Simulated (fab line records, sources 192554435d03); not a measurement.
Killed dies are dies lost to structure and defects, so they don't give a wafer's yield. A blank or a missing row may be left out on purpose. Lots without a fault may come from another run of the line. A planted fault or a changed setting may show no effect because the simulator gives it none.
fab line records | flow n5_finfet | part 1 of 2: steps 1 to 21 of 29
record lots=5 wafers=15 last_day=19
route steps=1938 shown BEOL_M13@1688 BEOL_M14@1716
lots that met no fault: from a run of the same line without faults
start_h: hours from the record's first day to the start of the lot's first wafer shown | wait_h: hours since the lot's step before | " the same as in the row above | L1.1+2: a row that stands for several wafers | - no value, or no start given | * or withheld: withheld | < > ~ a bound
route shown NAME@n: a module of which the file shows steps, and the number in the route of the first | usual: mean/standard deviation of fault-free wafers | same: alike in all rows | chamber/n: place in a boat | sites: the reading at each site | _std_site: their standard deviation | _edge_site: outer sites' mean less inner sites' | radius_mm: how far each site lies from the wafer's centre | mask NAME#n: copy n | behind: the tool/chamber that last shaped the wafer | hold: why the lot was held/for how many hours/how that ended | device: the transistor (n, p or np) that didn't switch | end of line: the same wafers' tests at the end of the route | a step without rows: its recipe alone | killed: dies lost to structure and defects at the first sort, not the wafer's yield | map: a wafer's dies, x killed, . not, _ none there
set.NAME: the setting as run; set.NAME@STEP: as run at that earlier step | model.NAME: the simulator's own value behind a step, which no gauge read
lots at some steps of the route; a table a step, a row a wafer
services: from which hour (start_h, from the record's first day; less than 0 if before it) a tool's chamber was out of use, for how many hours, and why
## steps
# step N5_BEOL_M13_HARDBAKE_32
# recipe temp_c=130 time_s=120
# columns lot.wafer tool chamber start_h wait_h
L077.1+3+5 litho_track-01 0 - -
L080.2+5+6 litho_track-05 0 - -
L091.3+5+6 litho_track-05 0 - -
L095.2+5+6 litho_track-03 0 - -
L097.2+4+5 litho_track-03 0 - -
# step N5_BEOL_M13_CD_MEAS_28
# recipe target_cd_nm=209.5 landing_energy_ev=500 detector=se_inlens
# usual cd_nm=210.3/1.2
# columns lot.wafer tool chamber start_h wait_h cd_nm
L077.1 cd_sem-01 0 290.86 - 209.5
L077.3 " 0 " " 209.0
L077.5 " 0 " " 209.3
L080.2 cd_sem-02 0 314.93 - 209.5
L080.5 " 0 " " 211.2
L080.6 " 0 " " 209.0
L091.3 cd_sem-01 0 392.03 - 210.3
L091.5 " 0 " " 211.7
L091.6 " 0 " " 213.1
L095.2 cd_sem-01 0 397.53 - 212.9
L095.5 " 0 " " 213.5
L095.6 " 0 " " 212.2
L097.2 cd_sem-01 0 416.71 - 211.2
L097.4 " 0 " " 212.7
L097.5 " 0 " " 208.7
# step N5_BEOL_M13_OVL_MEAS_29
# recipe points_per_wafer=44
# usual M13_OVL=-5/4.5
# columns lot.wafer tool chamber start_h wait_h M13_OVL[nm]
L077.1 overlay-01 0 290.89 0.0 -5
L077.3 " 0 " " -1
L077.5 " 0 " " -6
L080.2 overlay-01 0 314.96 0.0 -2
L080.5 " 0 " " -15
L080.6 " 0 " " -8
L091.3 overlay-02 0 392.06 0.0 -8
L091.5 " 0 " " -6
L091.6 " 0 " " -8
L095.2 overlay-01 0 397.56 0.0 -6
L095.5 " 0 " " -2
L095.6 " 0 " " -3
L097.2 overlay-01 0 416.74 0.0 -5
L097.4 " 0 " " -6
L097.5 " 0 " " -2
# step N5_BEOL_M13_INSPECT_30
# recipe mode=adi inspect_instrument=macro
# usual raw_defect_count=2.2/1.4
# columns lot.wafer tool chamber start_h wait_h raw_defect_count
L077.1 defect_inspect-02 - 290.91 0.0 2
L077.3 " - " " 1
L077.5 " - " " 1
L080.2 defect_inspect-01 - 314.98 0.0 1
L080.5 " - " " 2
L080.6 " - " " 3
L091.3 defect_inspect-01 - 392.09 0.0 4
L091.5 " - " " 1
L091.6 " - " " 2
L095.2 defect_inspect-01 - 397.58 0.0 2
L095.5 " - " " 4
L095.6 " - " " 6
L097.2 defect_inspect-01 - 416.77 0.0 1
L097.4 " - " " 0
L097.5 " - " " 3
# step N5_BEOL_M13_DESCUM_33
# recipe chemistry=O2 time_s=7.9 source_power_w=50 bias_power_w=20 pressure_mtorr=20 rf_frequency_hz=2.712e+07 temp_c=40 o2_flow_sccm=225
# usual drypump_motor_current_A=5.9/0.61 oes_product_au=0.77/0.07 rf_fwd_power_W=49.47/0.29 rf_vpp_V=242.7/1.5 showerhead_plenum_p_Torr=2.07/0.067 throttle_valve_pct=20.46/0.2
# columns lot.wafer tool chamber start_h wait_h drypump_motor_current_A oes_product_au rf_fwd_power_W rf_hours_counter_h rf_vpp_V showerhead_plenum_p_Torr throttle_valve_pct
L077.1 rie_diel-06 3 290.95 0.0 4.9 0.71 49.16 186 243.4 2.07 20.52
L077.3 " 2 " " 5.7 0.73 49.27 168 240.8 1.99 20.51
L077.5 " 2 " " 5.7 0.73 49.34 - 242.4 1.99 20.51
L080.2 rie_diel-04 2 315.74 0.8 5.2 0.67 50.06 238 242.1 1.98 20.55
L080.5 " 0 " " 6.0 0.85 49.08 - 243.3 2.03 20.33
L080.6 " 1 " " 5.1 0.81 49.44 - 243.6 2.12 20.55
L091.3 rie_diel-02 3 392.12 0.0 6.8 0.74 49.80 156 242.7 2.01 20.90
L091.5 " 1 " " 6.4 0.69 49.01 - 244.8 2.15 20.15
L091.6 " 0 " " 5.4 0.80 49.83 - 242.8 2.10 20.33
L095.2 rie_diel-04 0 397.71 0.1 6.0 0.82 49.33 97 242.2 2.03 20.37
L095.5 " 2 " " 5.2 0.98 49.64 - 245.9 2.24 20.33
L095.6 " 3 " " 5.6 0.73 49.54 - 240.4 2.00 20.65
L097.2 rie_diel-02 1 417.12 0.4 6.4 0.68 49.02 235 244.5 2.14 20.16
L097.4 " 1 " " 6.4 0.69 49.00 - 243.6 2.14 20.15
L097.5 " 1 " " 6.4 0.69 49.08 - 243.5 2.14 20.17
# step N5_BEOL_M13_ETCH_67
# recipe chemistry=CF4 target=SiARC target_depth_a=1430 time_s=238.3 ion_energy_ev=80 pressure_mtorr=40 source_w=545 bias_w=36 Ar_flow_sccm=100 cf4_flow_sccm=100 ends=cleared
# usual drypump_motor_current_A=5.9/0.61 etch_rf_on_time_s=239/7.5 oes_product_au=0.66/0.059 rf_fwd_power_W=543.5/1.6 rf_vpp_V=183.7/1.2 showerhead_plenum_p_Torr=2.11/0.063 throttle_valve_pct=15.65/0.2
# columns lot.wafer tool chamber start_h wait_h drypump_motor_current_A etch_rf_on_time_s oes_product_au rf_fwd_power_W rf_hours_counter_h rf_vpp_V showerhead_plenum_p_Torr throttle_valve_pct
L077.1 rie_diel-06 3 290.98 0.0 4.9 249 0.60 544.0 186 184.8 2.13 15.76
L077.3 " 2 " " 5.6 231 0.65 541.8 168 184.4 2.04 15.80
L077.5 " 2 " " 5.7 233 0.64 542.7 - 182.1 2.04 15.80
L080.2 rie_diel-04 2 315.77 0.0 5.2 247 0.57 543.5 238 181.7 2.02 15.78
L080.5 " 0 " " 6.0 237 0.73 544.0 - 183.2 2.10 15.62
L080.6 " 1 " " 5.1 229 0.71 544.8 - 185.5 2.15 15.64
L091.3 rie_diel-02 3 392.15 0.0 6.8 236 0.64 542.6 156 183.5 2.06 16.03
L091.5 " 1 " " 6.4 233 0.60 542.5 - 185.9 2.19 15.48
L091.6 " 0 " " 5.3 241 0.68 543.9 - 184.4 2.14 15.46
L095.2 rie_diel-04 0 397.75 0.0 6.0 242 0.70 541.0 97 183.3 2.09 15.64
L095.5 " 2 " " 5.2 243 0.81 544.5 - 185.5 2.27 15.37
L095.6 " 3 " " 5.6 239 0.62 544.0 - 181.2 2.05 15.84
L097.2 rie_diel-02 1 417.17 0.0 6.4 232 0.60 542.2 235 185.6 2.19 15.50
L097.4 " 1 " " 6.4 232 0.60 540.8 - 186.5 2.19 15.49
L097.5 " 1 " " 6.4 232 0.60 540.9 - 185.4 2.19 15.50
# step N5_BEOL_M13_ETCH_68
# recipe chemistry=N2/H2 target=SOC mask_material=SiARC source_w=3000 bias_w=350 temp_c=40 time_s=355 ion_energy_ev=200 pressure_mtorr=30 n2_flow_sccm=200 h2_flow_sccm=200
# usual drypump_motor_current_A=5.9/0.61 oes_product_au=0.77/0.07 rf_fwd_power_W=2995/10 rf_vpp_V=523.1/2.3 showerhead_plenum_p_Torr=2.51/0.085 throttle_valve_pct=17.82/0.22
# columns lot.wafer tool chamber start_h wait_h drypump_motor_current_A oes_product_au rf_fwd_power_W rf_hours_counter_h rf_vpp_V showerhead_plenum_p_Torr throttle_valve_pct
L077.1 rie_diel-06 3 291.13 0.1 4.9 0.72 2990 186 523.7 2.53 17.90
L077.3 " 2 " " 5.6 0.74 2979 169 521.7 2.43 17.97
L077.5 " 2 " " 5.7 0.75 2984 - 520.3 2.43 17.97
L080.2 rie_diel-04 2 315.92 0.1 5.2 0.68 2997 238 519.9 2.39 17.71
L080.5 " 0 " " 6.0 0.86 3005 - 521.2 2.47 17.65
L080.6 " 1 " " 5.1 0.82 3002 - 524.3 2.56 17.86
L091.3 rie_diel-02 3 392.30 0.1 6.8 0.76 3002 157 520.6 2.45 18.39
L091.5 " 1 " " 6.4 0.70 2997 - 526.1 2.63 17.70
L091.6 " 0 " " 5.4 0.80 3003 - 524.4 2.56 17.74
L095.2 rie_diel-04 0 397.89 0.1 6.0 0.83 3000 97 521.6 2.46 17.71
L095.5 " 2 " " 5.2 0.98 2992 - 527.7 2.70 17.40
L095.6 " 3 " " 5.6 0.74 3010 - 521.1 2.41 17.94
L097.2 rie_diel-02 1 417.39 0.1 6.4 0.68 2979 235 525.0 2.63 17.71
L097.4 " 1 " " 6.4 0.68 2985 - 526.4 2.63 17.70
L097.5 " 1 " " 6.4 0.69 2985 - 525.1 2.63 17.71
# step N5_BEOL_M13_STRIP_69
# recipe chemistry=N2/H2 temp_c=40 n2_flow_sccm=200 h2_flow_sccm=200 rf_frequency_hz=6e+07
# columns lot.wafer tool chamber start_h wait_h
L077.1+3+5 rie_diel-06 3,2,2 291.34 0.1
L080.2+5+6 rie_diel-04 2,0,1 316.13 0.1
L091.3+5+6 rie_diel-02 3,1,0 392.51 0.1
L095.2+5+6 rie_diel-04 0,2,3 398.10 0.1
L097.2+4+5 rie_diel-02 1 417.71 0.2
# step N5_BEOL_M13_TRENCH_ETCH_34
# recipe chemistry=C4F8/O2/Ar target=SiOC target_depth_a=4134.7 mask_material=SOC pressure_mtorr=30 source_w=3000 bias_w=700 Ar_flow_sccm=400 C4F8_flow_sccm=15 O2_flow_sccm=8 he_inner_torr=15 he_outer_torr=30 time_s=162.6 ion_energy_ev=250
# usual drypump_motor_current_A=5.9/0.62 oes_product_au=0.77/0.068 rf_fwd_power_W=2992/10 rf_vpp_V=664.4/2.9 showerhead_plenum_p_Torr=3.37/0.095 throttle_valve_pct=24.20/0.23
# columns lot.wafer tool chamber start_h wait_h drypump_motor_current_A oes_product_au rf_fwd_power_W rf_hours_counter_h rf_vpp_V showerhead_plenum_p_Torr throttle_valve_pct
L077.1 rie_diel-06 3 291.35 0.0 4.9 0.72 3008 186 665.6 3.41 24.37
L077.3 " 2 " " 5.7 0.73 3002 169 661.8 3.25 24.24
L077.5 " 2 " " 5.7 0.74 2995 - 661.7 3.25 24.24
L080.2 rie_diel-04 2 316.14 0.0 5.2 0.68 3003 238 659.9 3.23 24.18
L080.5 " 0 " " 6.0 0.85 2988 - 663.6 3.34 24.19
L080.6 " 1 " " 5.1 0.84 2995 - 667.2 3.43 24.25
L091.3 rie_diel-02 3 392.52 0.0 6.8 0.74 3004 157 661.2 3.29 24.70
L091.5 " 1 " " 6.4 0.70 2988 - 668.2 3.49 23.83
L091.6 " 0 " " 5.4 0.80 2981 - 666.1 3.40 23.93
L095.2 rie_diel-04 0 398.11 0.0 6.0 0.82 2986 97 661.9 3.33 24.24
L095.5 " 2 " " 5.2 0.97 2987 - 671.2 3.62 23.99
L095.6 " 3 " " 5.6 0.73 2992 - 660.3 3.27 24.40
L097.2 rie_diel-02 1 417.72 0.0 6.4 0.69 3002 236 667.4 3.48 23.84
L097.4 " 1 " " 6.4 0.69 2997 - 666.7 3.48 23.84
L097.5 " 1 " " 6.4 0.69 3001 - 667.2 3.48 23.84
# step N5_BEOL_M13_STRIP_70
# recipe chemistry=C4F8/O2/Ar resist=SiARC rf_frequency_hz=6e+07
# columns lot.wafer tool chamber start_h wait_h
L077.1+3+5 rie_diel-06 3,2,2 291.49 0.1
L080.2+5+6 rie_diel-04 2,0,1 316.27 0.1
L091.3+5+6 rie_diel-02 3,1,0 392.66 0.1
L095.2+5+6 rie_diel-04 0,2,3 398.25 0.1
L097.2+4+5 rie_diel-02 1 417.92 0.1
# step N5_BEOL_M13_OCD_MEAS_35
# usual trench_depth_nm=411/5.7
# columns lot.wafer tool chamber start_h wait_h trench_depth_nm
L077.1 ocd-02 - 291.52 0.0 406
L077.3 " - " " 408
L077.5 " - " " 409
L080.2 ocd-02 - 316.32 0.0 407
L080.5 " - " " 415
L080.6 " - " " 421
L091.3 ocd-02 - 392.70 0.0 411
L091.5 " - " " 414
L091.6 " - " " 411
L095.2 ocd-02 - 398.29 0.0 411
L095.5 " - " " 415
L095.6 " - " " 413
L097.2 ocd-01 - 417.97 0.0 408
L097.4 " - " " 410
L097.5 " - " " 411
# step N5_BEOL_M13_STRIP_37
# recipe chemistry=N2/H2 power_w=1000 temp_c=250 h2_frac=0.65 overash_fraction=0.3 pressure_mtorr=withheld n2_flow_sccm=1750 h2_flow_sccm=3250
# usual drypump_motor_current_A=6.07/0.11 heater_power_w=317/31 oes_product_au=0.784/0.01
# columns lot.wafer tool chamber start_h wait_h drypump_motor_current_A heater_power_w oes_product_au rf_hours_counter_h
L077.1 plasma_asher-02 0 291.56 0.0 6.00 286 0.792 131
L077.3 " 0 " " 6.02 286 0.774 -
L077.5 " 0 " " 6.00 283 0.785 -
L080.2 plasma_asher-02 0 316.36 0.0 6.00 282 0.797 136
L080.5 " 1 " " 6.15 348 0.792 -
L080.6 " 0 " " 6.01 289 0.804 -
L091.3 plasma_asher-01 1 392.75 0.1 5.91 365 0.783 -
L091.5 " 1 " " 5.89 370 0.770 -
L091.6 " 0 " " 6.25 293 0.783 -
L095.2 plasma_asher-01 1 398.33 0.0 5.94 352 0.790 98
L095.5 " 0 " " 6.26 281 0.787 -
L095.6 " 1 " " 5.88 353 0.803 -
L097.2 plasma_asher-02 0 418.01 0.0 6.02 288 0.779 160
L097.4 " 1 " " 6.14 341 0.773 -
L097.5 " 0 " " 6.05 282 0.779 -
# step N5_BEOL_M13_ETCH_38
# recipe chemistry=CF4/N2 target=SiCN target_depth_a=675 taper_deg=2 time_s=71.9 ion_energy_ev=150 mask_material=SiO2 pressure_mtorr=40 source_w=430 bias_w=70 Ar_flow_sccm=100 cf4_flow_sccm=60 n2_flow_sccm=60
# usual drypump_motor_current_A=5.9/0.6 oes_product_au=0.77/0.063 rf_fwd_power_W=428.4/1.5 rf_vpp_V=381.7/1.8 showerhead_plenum_p_Torr=2.18/0.063 throttle_valve_pct=15.48/0.2
# columns lot.wafer tool chamber start_h wait_h drypump_motor_current_A oes_product_au rf_fwd_power_W rf_hours_counter_h rf_vpp_V showerhead_plenum_p_Torr throttle_valve_pct
L077.1 rie_diel-04 2 293.35 - 5.2 0.67 429.7 230 380.4 2.09 15.58
L077.3 " 1 " " 5.2 0.84 427.7 71 383.1 2.22 15.47
L077.5 " 1 " " 5.1 0.84 429.3 - 382.9 2.22 15.47
L080.2 rie_diel-06 1 316.52 - 6.0 0.67 427.1 234 383.9 2.26 15.84
L080.5 " 3 " " 5.0 0.70 427.6 - 383.2 2.20 15.64
L080.6 " 0 " " 6.5 0.86 428.1 - 382.1 2.24 15.28
L091.3 rie_diel-02 2 393.59 - 6.5 0.74 428.7 137 380.9 2.13 15.37
L091.5 " 0 " " 5.4 0.80 427.1 - 382.0 2.21 15.30
L091.6 " 1 " " 6.4 0.72 427.5 - 383.0 2.27 15.34
L095.2 rie_diel-04 1 399.53 - 5.1 0.80 427.2 103 381.1 2.21 15.52
L095.5 " 0 " " 6.0 0.82 426.3 - 381.3 2.15 15.43
L095.6 " 3 " " 5.6 0.73 430.1 - 379.6 2.11 15.67
L097.2 rie_diel-02 1 419.34 - 6.4 0.70 426.3 237 383.6 2.26 15.36
L097.4 " 0 " " 5.4 0.79 429.1 - 383.4 2.20 15.32
L097.5 " 2 " " 6.5 0.72 427.2 - 379.9 2.12 15.40
# step N5_BEOL_M13_PRECLEAN_39
# recipe chemistry=residue_remover time_s=60 temp_c=40
# columns lot.wafer tool chamber start_h wait_h
L077.1+3+5 wet_bench-05 2,0,4 293.49 0.1
L080.2+5+6 wet_bench-04 4,3,2 316.65 0.1
L091.3+5+6 wet_bench-04 1,4,0 393.72 0.1
L095.2+5+6 wet_bench-05 3,2,1 399.66 0.1
L097.2+4+5 wet_bench-05 1,5,2 419.47 0.1
# step N5_BEOL_M13_SRD_40
# recipe time_s=30 temp_c=23 rinse_liquid=diw dry=n2_spin spin_rpm=1500 dry_time_s=30
# columns lot.wafer tool chamber start_h wait_h
L077.1+3+5 wet_bench-05 2,0,4 293.51 0.0
L080.2+5+6 wet_bench-04 4,3,2 316.67 0.0
L091.3+5+6 wet_bench-04 1,4,0 393.74 0.0
L095.2+5+6 wet_bench-05 3,2,1 399.68 0.0
L097.2+4+5 wet_bench-05 1,5,2 419.49 0.0
# step N5_BEOL_M13_DEGAS_41
# recipe ambient=vacuum temp_c=250 time_s=60
# usual heater_power_w=316/33
# columns lot.wafer tool chamber start_h wait_h heater_power_w
L077.1 pvd_sputter-02 - 294.10 0.6 355
L077.3 " - " " 315
L077.5 " - " " 311
L080.2 pvd_sputter-03 - 316.82 0.1 300
L080.5 " - " " 337
L080.6 " - " " 325
L091.3 pvd_sputter-01 - 394.25 0.5 294
L091.5 " - " " 302
L091.6 " - " " 350
L095.2 pvd_sputter-01 - 400.63 0.9 388
L095.5 " - " " 303
L095.6 " - " " 348
L097.2 pvd_sputter-03 - 419.67 0.2 300
L097.4 " - " " 329
L097.5 " - " " 334
# step N5_BEOL_M13_PRE_CLEAN_42
# recipe gas=H2/He time_s=30 temp_c=250
# usual heater_power_w=317/33
# columns lot.wafer tool chamber start_h wait_h heater_power_w
L077.1 pvd_sputter-02 - 294.14 0.0 348
L077.3 " - " " 312
L077.5 " - " " 313
L080.2 pvd_sputter-03 - 316.86 0.0 307
L080.5 " - " " 338
L080.6 " - " " 318
L091.3 pvd_sputter-01 - 394.29 0.0 303
L091.5 " - " " 298
L091.6 " - " " 357
L095.2 pvd_sputter-01 - 400.67 0.0 386
L095.5 " - " " 305
L095.6 " - " " 352
L097.2 pvd_sputter-03 - 419.71 0.0 302
L097.4 " - " " 324
L097.5 " - " " 344
# step N5_BEOL_M13_SPUTTER_43
# recipe material=TaN target_thk_a=150 temp_c=50 bias_v=168.6 power_w=15000 chamber_pressure_pa=0.12 time_s=24.19
# usual cathode_dc_power_W=15000/2.8 throttle_valve_pct=29.9/1.4
# columns lot.wafer tool chamber start_h wait_h cathode_dc_power_W throttle_valve_pct
L077.1 pvd_sputter-02 - 294.18 0.0 15003 29.8
L077.3 " - " " 14999 28.1
L077.5 " - " " 15004 28.2
L080.2 pvd_sputter-03 - 316.90 0.0 14999 30.9
L080.5 " - " " 15005 28.1
L080.6 " - " " 15001 28.2
L091.3 pvd_sputter-01 - 394.33 0.0 14997 30.2
L091.5 " - " " 15001 30.3
L091.6 " - " " 15004 33.4
L095.2 pvd_sputter-01 - 400.71 0.0 15000 29.6
L095.5 " - " " 15000 30.5
L095.6 " - " " 14997 33.0
L097.2 pvd_sputter-03 - 419.75 0.0 14999 29.9
L097.4 " - " " 14996 28.3
L097.5 " - " " 14997 28.2
# step N5_BEOL_M13_SPUTTER_44
# recipe material=Ta target_thk_a=100 temp_c=50 bias_v=80 power_w=15000 chamber_pressure_pa=0.07 time_s=16.13
# usual cathode_dc_power_W=15000/2.8 throttle_valve_pct=29.9/1.4
# columns lot.wafer tool chamber start_h wait_h cathode_dc_power_W throttle_valve_pct
L077.1 pvd_sputter-02 - 294.26 0.0 15000 29.9
L077.3 " - " " 15002 28.5
L077.5 " - " " 15002 28.0
L080.2 pvd_sputter-03 - 316.98 0.0 15000 30.8
L080.5 " - " " 14997 28.1
L080.6 " - " " 15003 28.1
L091.3 pvd_sputter-01 - 394.41 0.0 14996 30.7
L091.5 " - " " 14997 30.7
L091.6 " - " " 15002 33.4
L095.2 pvd_sputter-01 - 400.79 0.0 15000 29.3
L095.5 " - " " 14999 30.9
L095.6 " - " " 15001 33.3
L097.2 pvd_sputter-03 - 419.83 0.0 15006 29.6
L097.4 " - " " 14998 28.2
L097.5 " - " " 14997 28.0
# step N5_BEOL_M13_SPUTTER_45
# recipe material=Cu target_thk_a=800 temp_c=-20 bias_v=60 power_w=26000 chamber_pressure_pa=0.13 time_s=13.33
# usual cathode_dc_power_W=26000/5.1 throttle_valve_pct=29.9/1.5
# columns lot.wafer tool chamber start_h wait_h cathode_dc_power_W throttle_valve_pct
L077.1 pvd_sputter-02 - 294.34 0.0 25994 30.0
L077.3 " - " " 25994 28.4
L077.5 " - " " 26003 28.0
L080.2 pvd_sputter-03 - 317.06 0.0 25999 30.7
L080.5 " - " " 25997 28.4
L080.6 " - " " 26000 28.4
L091.3 pvd_sputter-01 - 394.49 0.0 26007 30.4
L091.5 " - " " 25998 30.4
L091.6 " - " " 25997 33.4
L095.2 pvd_sputter-01 - 400.87 0.0 25994 29.4
L095.5 " - " " 25996 30.6
L095.6 " - " " 25994 33.4
L097.2 pvd_sputter-03 - 419.91 0.0 25994 29.9
L097.4 " - " " 26000 28.2
L097.5 " - " " 26007 28.5
# step N5_BEOL_M13_ECD_47
# recipe material=Cu target_thk_a=9360
# columns lot.wafer tool chamber start_h wait_h
L077.1+3+5 ecd_cu-02 0,0,1 294.46 0.1
L080.2+5+6 ecd_cu-02 0,0,1 317.17 0.1
L091.3+5+6 ecd_cu-02 0,1,0 394.65 0.1
L095.2+5+6 ecd_cu-01 0,0,1 400.98 0.1
L097.2+4+5 ecd_cu-01 0 420.03 0.1
